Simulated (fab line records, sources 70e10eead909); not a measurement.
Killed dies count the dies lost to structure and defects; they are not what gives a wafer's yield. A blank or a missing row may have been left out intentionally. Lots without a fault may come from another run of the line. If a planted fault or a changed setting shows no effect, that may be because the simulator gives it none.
Check for tools in common | flow nand_harc | 6 wafers sampled across 2 lots

== REASON IT WAS OPENED ==
On 2 of the 2 lots, a flag is raised at NHARC_END_SORT_01 on the reading killed_at_array. Wafers without a fault read 49, standard deviation 19.
Rule: flag the lot when none of its wafers has a number, or when each of its wafers that has one lies beyond 4 standard deviations from that mean. The rest of the lots are taken to be sound.

lot  | measured     | on        | killed_at_array, wafer by wafer | flag
L396 | day 30 19:33 | prober-02 | 676 674 673                     | FLAGGED
L397 | day 31 03:23 | prober-01 | 674 675 676                     | FLAGGED
On average the flagged lots' numbers are 675, which is +626 against the usual, or +33 standard deviations.

== WHICH TOOL EACH LOT WENT THROUGH ==
4 process steps preceding the reading are held in the record, out of 1302 steps in the route. Read each cell as the tool, then ch plus the chambers that the sampled wafers visited, then the start.
lot  | flag    | NHARC_A_STAIRCASE_HM_DEP_459  | NHARC_A_STAIRCASE_DEP_280       | NHARC_A_STAIRCASE_ETCH_294                    | NHARC_A_STAIRCASE_STRIP_295
L396 | FLAGGED | acl_dep-03 ch 0, day 22 14:32 | pecvd-03 ch 1,2, day 22 16:04   | rie_diel-08 ch 0,1,2, day 30 19:33 or earlier | rie_diel-08 ch 2,3, day 30 19:33 or earlier
L397 | FLAGGED | acl_dep-02 ch 0, day 22 15:12 | pecvd-01 ch 0,1,2, day 22 16:47 | rie_diel-05 ch 1,2,3, day 31 03:23 or earlier | rie_diel-05 ch 0,1,2, day 31 03:23 or earlier
What the steps here do:
- NHARC_A_STAIRCASE_HM_DEP_459: deposits aC, target thk 1500 nm.
- NHARC_A_STAIRCASE_DEP_280: deposits SiON, target thk 30 nm.
- NHARC_A_STAIRCASE_ETCH_294: etches the open film in C4F8/O2/Ar, target depth 4989 nm, time 1211.6 s.
- NHARC_A_STAIRCASE_STRIP_295: strips in O2.
- NHARC_END_SORT_01

== FLAGGED OVER TOTAL, TOOL BY TOOL (the gauges that took the reading come last) ==
step                         | tool        | lots run | flagged | share of the flagged lots | sound lots run after its first flagged lot
NHARC_A_STAIRCASE_HM_DEP_459 | acl_dep-02  | 1        | 1       | some                      | 0
NHARC_A_STAIRCASE_HM_DEP_459 | acl_dep-03  | 1        | 1       | some                      | 0
NHARC_A_STAIRCASE_DEP_280    | pecvd-01    | 1        | 1       | some                      | 0
NHARC_A_STAIRCASE_DEP_280    | pecvd-03    | 1        | 1       | some                      | 0
NHARC_A_STAIRCASE_ETCH_294   | rie_diel-05 | 1        | 1       | some                      | 0
NHARC_A_STAIRCASE_ETCH_294   | rie_diel-08 | 1        | 1       | some                      | 0
NHARC_A_STAIRCASE_STRIP_295  | rie_diel-05 | 1        | 1       | some                      | 0
NHARC_A_STAIRCASE_STRIP_295  | rie_diel-08 | 1        | 1       | some                      | 0
NHARC_END_SORT_01            | prober-01   | 1        | 1       | some                      | 0
NHARC_END_SORT_01            | prober-02   | 1        | 1       | some                      | 0
With no start given for some of its lots, NHARC_A_STAIRCASE_ETCH_294 uses the hours and lot order of NHARC_END_SORT_01. With no start given for some of its lots, NHARC_A_STAIRCASE_STRIP_295 uses the hours and lot order of NHARC_END_SORT_01.

== WHAT THE TABLE ALLOWS ==
No row of the table ran every flagged lot.

== WHAT THE SIMULATOR HAD PUT IN ==
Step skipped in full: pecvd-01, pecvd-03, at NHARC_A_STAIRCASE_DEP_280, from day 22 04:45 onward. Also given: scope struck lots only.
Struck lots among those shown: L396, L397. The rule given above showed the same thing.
